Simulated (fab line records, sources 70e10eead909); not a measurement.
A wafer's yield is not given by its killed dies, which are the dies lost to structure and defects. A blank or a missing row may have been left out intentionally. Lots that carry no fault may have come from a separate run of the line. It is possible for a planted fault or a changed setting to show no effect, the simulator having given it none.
Chamber matching | flow nand_harc | NHARC_A_M1_STRIP_18 on rie_diel-04 has 4 sister chambers
The step strips in N2/H2. 8 wafers are shown with their chamber, then 9 later ones without.

WAFERS PAIRED WITH THEIR CHAMBERS
wafer  | chamber | showerhead_plenum_p_Torr (Torr) | drypump_motor_current_A (A)
L081.6 | 1       | 2.05                            | 5.4
L083.2 | 0       | 2.14                            | 5.4
L083.3 | 1       | 2.05                            | 5.4
L085.4 | 3       | 1.97                            | 6.7
L085.6 | 2       | 2.20                            | 6.3
L088.2 | 0       | 2.14                            | 5.5
L088.3 | 2       | 2.19                            | 6.3
L088.5 | 3       | 1.97                            | 6.6

WAFERS WITHOUT THEIR CHAMBER
wafer  | showerhead_plenum_p_Torr (Torr) | drypump_motor_current_A (A)
L089.3 | 1.97                            | 6.7
L089.5 | 2.19                            | 6.3
L089.6 | 1.97                            | 6.7
L093.1 | 2.13                            | 5.4
L093.2 | 1.97                            | 6.7
L093.5 | 1.97                            | 6.7
L097.1 | 1.97                            | 6.7
L097.3 | 2.13                            | 5.5
L097.5 | 1.97                            | 6.7

EACH ONE'S CHAMBER
wafer  | from the rows above | in truth
L089.3 | 3                   | 3
L089.5 | 2                   | 2
L089.6 | 3                   | 3
L093.1 | 0                   | 0
L093.2 | 3                   | 3
L093.5 | 3                   | 3
L097.1 | 3                   | 3
L097.3 | 0                   | 0
L097.5 | 3                   | 3
Correct placement for 9 of the 9. Left unplaced by these rows: 0. Placed wrongly: 0.
How it was worked out, from the rows above alone: a wafer's distance from a chamber is the root of the sum, over the readings, of the square of ((its reading less the chamber's mean) divided by the reading's scatter). If the next closest chamber is less than 2 further off than the closest, the wafer can't be placed; otherwise it belongs to the closest. The mean given for a chamber averages the wafers shown for that chamber. The scatter: take each reading less its chamber's mean, square it, sum over the shown wafers, divide by the number of wafers less the number of chambers, and take the root.
